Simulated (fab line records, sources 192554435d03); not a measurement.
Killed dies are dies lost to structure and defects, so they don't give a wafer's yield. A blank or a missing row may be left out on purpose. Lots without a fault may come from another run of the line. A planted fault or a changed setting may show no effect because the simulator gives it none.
fab line records | flow n5_finfet
record lots=10 wafers=30 last_day=18
route steps=1938 shown BEOL_M4@1111 BEOL_M10@1527 BEOL_M11@1536 PASSIVATION@1936
lots that met no fault: from a run of the same line without faults
start_h: hours from the record's first day to the start of the lot's first wafer shown | wait_h: hours since the lot's step before | " the same as in the row above | L1.1+2: a row that stands for several wafers | - no value, or no start given | * or withheld: withheld | < > ~ a bound
route shown NAME@n: a module of which the file shows steps, and the number in the route of the first | usual: mean/standard deviation of fault-free wafers | same: alike in all rows | chamber/n: place in a boat | sites: the reading at each site | _std_site: their standard deviation | _edge_site: outer sites' mean less inner sites' | radius_mm: how far each site lies from the wafer's centre | mask NAME#n: copy n | behind: the tool/chamber that last shaped the wafer | hold: why the lot was held/for how many hours/how that ended | device: the transistor (n, p or np) that didn't switch | end of line: the same wafers' tests at the end of the route | a step without rows: its recipe alone | killed: dies lost to structure and defects at the first sort, not the wafer's yield | map: a wafer's dies, x killed, . not, _ none there
set.NAME: the setting as run; set.NAME@STEP: as run at that earlier step | model.NAME: the simulator's own value behind a step, which no gauge read
steps of the route over a sample of lots; a table a step, a row a wafer
services: from which hour (start_h, from the record's first day; less than 0 if before it) a tool's chamber was out of use, for how many hours, and why
## steps
# step N5_BEOL_M4_RC_MEAS_101
# usual DIBL_N=36.4/1.6 DIBL_P=36.2/1.8 IOFF_N=0.159/0.029 IOFF_P=0.21/0.034 ION_N=670/12 ION_P=459/8.2 SS_N=71.5/0.59 SS_P=73.2/0.54 VT_N=250/3.3 VT_P=-250/3.7
# columns lot.wafer tool chamber start_h wait_h DIBL_N[mV/V] DIBL_P[mV/V] IOFF_N[nA/um] IOFF_P[nA/um] ION_N[uA/um] ION_P[uA/um] SS_N[mV/dec] SS_P[mV/dec] VT_N[mV] VT_P[mV]
L241.4 prober-02 0 204.10 0.5 34.8 33.3 0.133 0.20 674 465 70.2 73.3 252 -249
L241.5 " 0 " " 37.0 35.7 0.170 0.24 685 464 71.5 72.6 248 -247
L241.6 " 0 " " 36.3 34.5 0.144 0.22 658 459 71.6 73.3 252 -247
L244.2 prober-02 0 217.85 0.2 33.8 34.1 0.128 0.17 663 456 71.1 72.2 251 -250
L244.3 " 0 " " 38.0 39.1 0.205 0.24 686 462 72.1 73.4 247 -246
L244.4 " 0 " " 36.7 37.2 0.165 0.19 679 464 71.7 73.5 248 -254
L248.3 prober-01 0 225.27 0.3 38.3 37.5 0.176 0.27 669 462 71.5 74.3 248 -245
L248.5 " 0 " " 38.0 36.8 0.173 0.24 692 473 71.6 73.7 247 -248
L248.6 " 0 " " 38.2 37.1 0.184 0.26 678 468 71.8 74.1 247 -243
L246.1 prober-01 0 243.95 0.0 35.2 33.9 0.121 0.16 656 441 71.2 73.0 254 -259
L246.4 " 0 " " 35.8 34.4 0.130 0.16 657 441 71.6 72.5 257 -258
L246.5 " 0 " " 37.1 36.6 0.148 0.19 664 452 71.6 73.4 252 -256
L249.2 prober-02 0 251.78 0.2 37.8 38.0 0.182 0.23 673 463 71.8 73.8 250 -252
L249.3 " 0 " " 37.7 36.4 0.181 0.19 684 456 72.6 73.7 249 -254
L249.5 " 0 " " 35.8 34.1 0.142 0.16 659 445 71.4 72.9 253 -255
L251.1 prober-01 0 272.43 0.0 36.2 35.0 0.141 0.21 664 462 71.5 73.0 252 -249
L251.5 " 0 " " 36.7 34.4 0.149 0.19 656 459 71.7 72.9 253 -251
L251.6 " 0 " " 35.9 33.1 0.131 0.19 669 460 70.6 72.8 250 -251
L252.1 prober-02 0 278.25 0.0 39.6 38.4 0.228 0.24 701 467 72.1 73.0 246 -248
L252.3 " 0 " " 37.1 35.3 0.165 0.20 671 455 71.9 73.3 248 -252
L252.6 " 0 " " 38.9 36.7 0.199 0.22 681 456 71.9 73.1 248 -251
L254.2 prober-02 0 285.85 0.2 34.7 34.2 0.115 0.17 649 448 70.8 72.9 254 -255
L254.5 " 0 " " 36.9 36.8 0.151 0.23 661 456 71.6 73.2 249 -250
L254.6 " 0 " " 36.5 35.8 0.152 0.20 657 452 70.8 73.2 252 -253
L260.3 prober-02 0 311.25 0.3 35.5 34.9 0.113 0.14 649 443 71.2 72.3 257 -262
L260.5 " 0 " " 38.6 39.7 0.190 0.20 673 453 72.2 73.7 250 -253
L260.6 " 0 " " 36.9 37.1 0.152 0.16 675 455 71.9 72.9 251 -258
L262.2 prober-02 0 335.34 0.2 37.0 37.7 0.179 0.27 671 468 72.1 73.9 248 -245
L262.3 " 0 " " 32.8 33.8 0.114 0.20 657 466 70.8 72.3 255 -246
L262.5 " 0 " " 32.9 34.5 0.119 0.23 660 464 70.8 73.0 249 -247
# step N5_BEOL_M10_SPUTTER_48
# recipe material=Cu target_thk_a=120 temp_c=-20 bias_v=60 power_w=26000 chamber_pressure_pa=0.13 time_s=2
# usual throttle_valve_pct=29.8/0.99
# columns lot.wafer tool chamber start_h wait_h throttle_valve_pct
L241.4 pvd_sputter-03 - 260.52 0.0 29.5
L241.5 " - " " 28.0
L241.6 " - " " 29.1
L244.2 pvd_sputter-01 - 269.24 0.1 30.3
L244.3 " - " " 28.7
L244.4 " - " " 30.7
L248.3 pvd_sputter-02 - 276.86 0.1 29.8
L248.5 " - " " 29.7
L248.6 " - " " 29.6
L246.1 pvd_sputter-02 - 299.25 0.1 30.5
L246.4 " - " " 29.6
L246.5 " - " " 29.8
L249.2 pvd_sputter-01 - 308.02 0.1 30.0
L249.3 " - " " 30.7
L249.5 " - " " 31.2
L251.1 pvd_sputter-01 - 327.57 0.1 30.5
L251.5 " - " " 29.0
L251.6 " - " " 30.3
L252.1 pvd_sputter-03 - 327.74 0.1 28.0
L252.3 " - " " 29.0
L252.6 " - " " 28.1
L254.2 pvd_sputter-02 - 336.47 0.5 29.7
L254.5 " - " " 29.6
L254.6 " - " " 29.7
L260.3 pvd_sputter-03 - 366.47 0.1 31.3
L260.5 " - " " 29.7
L260.6 " - " " 28.0
L262.2 pvd_sputter-02 - 391.79 0.1 30.5
L262.3 " - " " 30.1
L262.5 " - " " 29.7
# step N5_BEOL_M10_ANNEAL_51
# recipe temp_c=225 time_s=90 ambient=N2
# usual wafer_temp_C_max=225.83/0.29
# columns lot.wafer tool chamber start_h wait_h wafer_temp_C_max
L241.4 rtp_anneal-02 0 261.16 0.5 225.84
L241.5 " 0 " " 226.13
L241.6 " 0 " " 225.89
L244.2 rtp_anneal-01 0 270.09 0.6 225.65
L244.3 " 0 " " 225.71
L244.4 " 0 " " 225.64
L248.3 rtp_anneal-01 0 277.18 0.1 225.63
L248.5 " 0 " " 225.93
L248.6 " 0 " " 225.69
L246.1 rtp_anneal-01 0 299.68 0.3 225.47
L246.4 " 0 " " 225.68
L246.5 " 0 " " 225.53
L249.2 rtp_anneal-02 0 308.51 0.3 226.18
L249.3 " 0 " " 226.02
L249.5 " 0 " " 225.87
L251.1 rtp_anneal-01 0 327.86 0.1 225.67
L251.5 " 0 " " 225.80
L251.6 " 0 " " 225.59
L252.1 rtp_anneal-02 0 328.51 0.6 225.88
L252.3 " 0 " " 226.22
L252.6 " 0 " " 226.25
L254.2 rtp_anneal-02 0 337.01 0.4 225.86
L254.5 " 0 " " 226.00
L254.6 " 0 " " 226.17
L260.3 rtp_anneal-02 0 366.79 0.1 225.69
L260.5 " 0 " " 225.80
L260.6 " 0 " " 225.99
L262.2 rtp_anneal-01 0 392.06 0.1 225.78
L262.3 " 0 " " 225.66
L262.5 " 0 " " 225.62
# step N5_BEOL_M11_ILD_DEP_00
# recipe material=SiCOH_lowk target_thk_a=3085.1 temp_c=300 precursor=DEMS/porogen pressure_torr=5 rf_w=500 time_s=58
# usual chamber_pressure_Torr=4.999/0.011 heater_power_outer_w=155/42 heater_power_w=333/63 showerhead_plenum_p_Torr=5.741/0.015 showerhead_vpp_V=1443/110 throttle_valve_pct=14.0/1
# columns lot.wafer tool chamber start_h wait_h chamber_pressure_Torr heater_power_outer_w heater_power_w showerhead_plenum_p_Torr showerhead_vpp_V throttle_valve_pct
L241.4 pecvd-04 2 261.84 0.1 5.006 160 326 5.712 1358 13.1
L241.5 " 0 " " 4.978 161 339 5.755 1586 13.8
L241.6 " 1 " " 4.987 175 358 5.750 1593 13.9
L244.2 pecvd-01 0 270.83 0.0 4.998 266 517 5.735 1513 17.0
L244.3 " 1 " " 5.002 155 309 5.751 1391 13.6
L244.4 " 1 " " 4.997 159 326 5.745 1426 13.6
L248.3 pecvd-04 0 277.88 0.0 5.010 201 382 5.773 1562 14.0
L248.5 " 0 " " 5.009 201 382 5.757 1543 14.1
L248.6 " 1 " " 5.006 164 344 5.731 1606 13.8
L246.1 pecvd-01 0 300.50 0.0 5.003 258 493 5.737 1481 16.7
L246.4 " 1 " " 5.001 175 348 5.740 1382 13.5
L246.5 " 1 " " 5.007 181 345 5.753 1403 13.4
L249.2 pecvd-04 2 309.27 0.0 4.977 154 317 5.706 1376 13.3
L249.3 " 0 " " 5.010 162 330 5.756 1542 13.7
L249.5 " 0 " " 5.001 167 347 5.764 1597 13.8
L251.1 pecvd-04 0 328.66 0.0 - - - - - -
L251.5 " 0 " " - - - - - -
L251.6 " 1 " " - - - - - -
L252.1 pecvd-01 2 329.32 0.0 - - - - - -
L252.3 " 0 " " - - - - - -
L252.6 " 2 " " - - - - - -
L254.2 pecvd-01 2 337.75 0.0 4.989 142 306 5.740 1461 13.7
L254.5 " 0 " " 4.997 253 489 5.753 1490 16.8
L254.6 " 2 " " 4.996 148 314 5.747 1464 13.6
L260.3 pecvd-02 1 367.51 0.0 5.007 117 277 5.743 1245 14.8
L260.5 " 2 " " 5.021 155 326 5.734 1381 12.9
L260.6 " 0 " " 4.988 106 305 5.752 1414 14.1
L262.2 pecvd-01 2 392.84 0.0 5.001 135 296 5.745 1470 14.0
L262.3 " 2 " " 5.015 139 305 5.746 1473 13.7
L262.5 " 0 " " 5.008 267 515 5.739 1515 16.6
# step N5_BEOL_M11_CURE_71
# recipe temp_c=385 time_s=240 ambient=He/Ar material=SiCOH_lowk
# usual lamp_power_pct=52.31/0.06 wafer_temp_C_max=387.0/0.54
# columns lot.wafer tool chamber start_h wait_h lamp_power_pct wafer_temp_C_max
L241.4 uv_cure-01 0 262.13 0.3 52.25 387.1
L241.5 " 0 " " 52.28 387.2
L241.6 " 0 " " 52.36 386.9
L244.2 uv_cure-01 0 270.99 0.1 52.32 387.2
L244.3 " 0 " " 52.27 388.4
L244.4 " 0 " " 52.19 387.3
L248.3 uv_cure-01 1 278.28 0.4 52.38 386.6
L248.5 " 1 " " 52.23 387.6
L248.6 " 1 " " 52.29 387.6
L246.1 uv_cure-01 2 300.88 0.3 52.21 387.0
L246.4 " 2 " " 52.28 387.0
L246.5 " 2 " " 52.31 387.4
L249.2 uv_cure-01 0 309.52 0.2 52.33 386.8
L249.3 " 0 " " 52.39 386.2
L249.5 " 0 " " 52.36 386.7
L251.1 uv_cure-02 0 328.74 0.0 52.28 386.5
L251.5 " 0 " " 52.27 385.8
L251.6 " 0 " " 52.30 386.0
L252.1 uv_cure-01 2 329.40 0.0 52.30 386.7
L252.3 " 2 " " 52.36 387.2
L252.6 " 2 " " 52.31 387.6
L254.2 uv_cure-01 2 337.91 0.1 52.27 387.4
L254.5 " 2 " " 52.32 387.0
L254.6 " 2 " " 52.38 387.3
L260.3 uv_cure-02 1 367.74 0.2 52.44 386.9
L260.5 " 1 " " 52.37 386.7
L260.6 " 1 " " 52.32 387.2
L262.2 uv_cure-01 2 393.03 0.2 52.40 386.9
L262.3 " 2 " " 52.22 386.8
L262.5 " 2 " " 52.39 387.3
# step N5_BEOL_M11_OCD_MEAS_38
# usual trench_depth_nm=149.8/2.5
# columns lot.wafer tool chamber start_h wait_h trench_depth_nm
L241.4 ocd-01 - 267.46 - 152.9
L241.5 " - " " 149.5
L241.6 " - " " 152.6
L244.2 ocd-01 - 276.19 - 149.6
L244.3 " - " " 148.1
L244.4 " - " " 147.9
L248.3 ocd-02 - 281.11 - 150.6
L248.5 " - " " 152.1
L248.6 " - " " 149.4
L246.1 ocd-02 - 306.10 - 149.4
L246.4 " - " " 150.1
L246.5 " - " " 152.2
L249.2 ocd-01 - 317.22 - 147.8
L249.3 " - " " 147.4
L249.5 " - " " 150.3
L251.1 ocd-01 - 334.35 - -
L251.5 " - " " -
L251.6 " - " " -
L252.1 ocd-01 - 334.49 - -
L252.3 " - " " -
L252.6 " - " " -
L254.2 ocd-01 - 340.59 - 153.9
L254.5 " - " " 147.0
L254.6 " - " " 153.3
L260.3 ocd-02 - 371.17 - 150.5
L260.5 " - " " 154.9
L260.6 " - " " 151.2
L262.2 ocd-01 - 399.10 - 148.9
L262.3 " - " " 148.8
L262.5 " - " " 148.2
# step N5_PASSIVATION_PROBE_49
# usual defect_limited_yield=91.1/1.5 killed_at_M0_to_M3=33/9.9 killed_at_M4_up=14/5.2 killed_at_contacts=12/6.7 killed_at_front_end=43/13 killed_at_other=3.4/2.7 killed_dies=105/17 killed_on_rim=14/4.2 killed_open=69/13 killed_short=33/7.5 sort_bin_5_function=5.2/0.91 sort_bin_6_memory=3.3/0.71 sort_n_pass=1075/17 sort_yield_pct=91.1/1.5
# same gross_dies=1180 killed_at_back_side=0 sort_bin_4_leakage[%]=0 sort_bin_8_speed[%]=0
# columns lot.wafer tool chamber start_h wait_h defect_limited_yield[%] killed_at_M0_to_M3 killed_at_M4_up killed_at_contacts killed_at_front_end killed_at_other killed_dies killed_on_rim killed_open killed_short sort_bin_5_function[%] sort_bin_6_memory[%] sort_n_pass sort_yield_pct[%]
L251.1 prober-02 - 370.08 0.0 0 8 1162 3 7 0 1180 152 13 6 74.1 2.8 0 0
L251.5 prober-02 - 370.28 0.2 0 3 1162 3 11 1 1180 152 13 6 73.4 2.5 0 0
L251.6 prober-02 - 370.33 0.3 0 7 1165 4 4 0 1180 152 14 5 70.3 2.1 0 0
L252.1 prober-01 - 373.28 0.0 0 2 1158 2 18 0 1180 152 13 10 73.8 2.9 0 0
L252.3 prober-01 - 373.38 0.1 0 6 1160 5 8 1 1180 152 13 10 73.0 2.9 0 0
L252.6 prober-01 - 373.53 0.3 0 2 1162 1 14 1 1180 152 11 9 70.9 3.1 0 0
# killed by level:class
L251.1 BEOL_M11:lost_pattern=1156 BEOL_M11:area_dep=5 STI_FIN_REVEAL:geometric_particle:open=4 FIN_SAQP:geometric_particle:open=3 MOL_CONTACT_COAG:geometric_particle:open=3 BEOL_M0_SAQP:geometric_particle:short=3 BEOL_M2:geometric_particle:short=2 BEOL_M0_SAQP:geometric_particle:open=1
L251.5 BEOL_M11:lost_pattern=1153 STI_FIN_REVEAL:geometric_particle:open=9 BEOL_M11:area_dep=8 MOL_CONTACT_COAG:geometric_particle:open=2 STARTING-WAFER:geometric_particle:short=2 MOL_CONTACT_COAG:geometric_particle:short=1 BEOL_M0_SAQP:geometric_particle:open=1 BEOL_M0:geometric_particle:short=1
L251.6 BEOL_M11:lost_pattern=1156 BEOL_M11:area_dep=5 BEOL_M2:geometric_particle:open=4 MOL_CONTACT_COAG:geometric_particle:open=3 FIN_SAQP:geometric_particle:open=2 STI_FIN_REVEAL:geometric_particle:short=1 DUMMY_GATE:geometric_particle:open=1 BEOL_M14:geometric_particle:open=1
L252.1 BEOL_M11:lost_pattern=1153 STI_FIN_REVEAL:geometric_particle:open=6 BEOL_M11:area_dep=4 FIN_SAQP:geometric_particle:open=3 FIN_SAQP:geometric_particle:short=2 STI_FIN_REVEAL:geometric_particle:short=2 DUMMY_GATE:geometric_particle:short=2 GATE_CUT:geometric_particle:short=2
L252.3 BEOL_M11:lost_pattern=1150 BEOL_M11:area_dep=7 MOL_CONTACT_COAG:geometric_particle:open=5 FIN_SAQP:geometric_particle:short=3 GATE_CUT:geometric_particle:short=2 BEOL_M0_SAQP:geometric_particle:short=2 FIN_SAQP:geometric_particle:open=1 STI_FIN_REVEAL:geometric_particle:open=1
L252.6 BEOL_M11:lost_pattern=1158 FIN_SAQP:geometric_particle:short=4 FIN_SAQP:geometric_particle:open=3 BEOL_M3:geometric_particle:open=2 BEOL_M11:area_dep=2 STI_FIN_REVEAL:geometric_particle:short=1 STI_FIN_REVEAL:geometric_particle:open=1 DUMMY_GATE:geometric_particle:open=1
## services
# columns tool chamber start_h hours kind
uv_cure-02 - 241.75 0.9 repair
pecvd-01 - 256.66 1.3 repair
pecvd-02 2 271.16 5.5 scheduled_down
pecvd-01 0 281.86 2.1 scheduled_down
uv_cure-01 - 290.49 2.1 pm
pecvd-01 2 293.32 26.4 repair
pecvd-02 0 298.62 5.5 scheduled_down
pecvd-01 1 312.02 5.0 scheduled_down
pvd_sputter-01 - 312.40 8.6 repair
pecvd-02 0 331.53 2.1 scheduled_down
pecvd-01 - 340.65 9.4 repair
pecvd-04 2 349.70 5.5 scheduled_down
pecvd-02 2 382.62 2.1 scheduled_down
pecvd-01 1 383.62 - clean
pecvd-01 1 383.62 - consumable_replace:showerhead
pecvd-01 1 383.62 29.0 scheduled_down
pecvd-01 1 383.62 29.0 vent_cycle
## key
first_sign step=N5_BEOL_M11_ILD_DEP_00 reading=tool_record direction=missing
effect step=N5_BEOL_M11_OCD_MEAS_38 reading=trench_depth_nm direction=missing
effect step=N5_PASSIVATION_PROBE_49 reading=killed_at_M4_up direction=up sigmas=99+ usual=14 struck=1162
met_at N5_BEOL_M11_ILD_DEP_00
struck_lots L251,L252
later_rows_left_out L251.1,L251.5,L251.6,L252.1,L252.3,L252.6
not_acting_at N5_BEOL_M10_SPUTTER_48,N5_BEOL_M10_ANNEAL_51,N5_BEOL_M11_CURE_71
onset_between 309.27 328.66
fault kind=skipped_step_whole tool=pecvd-01,pecvd-04 chamber=- onset_h=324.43 steps=N5_BEOL_M11_ILD_DEP_00 scope=struck_lots_only
# later_rows_left_out: the simulator's readings of these wafers behind a module that went badly wrong aren't trusted and aren't shown, but for the sort
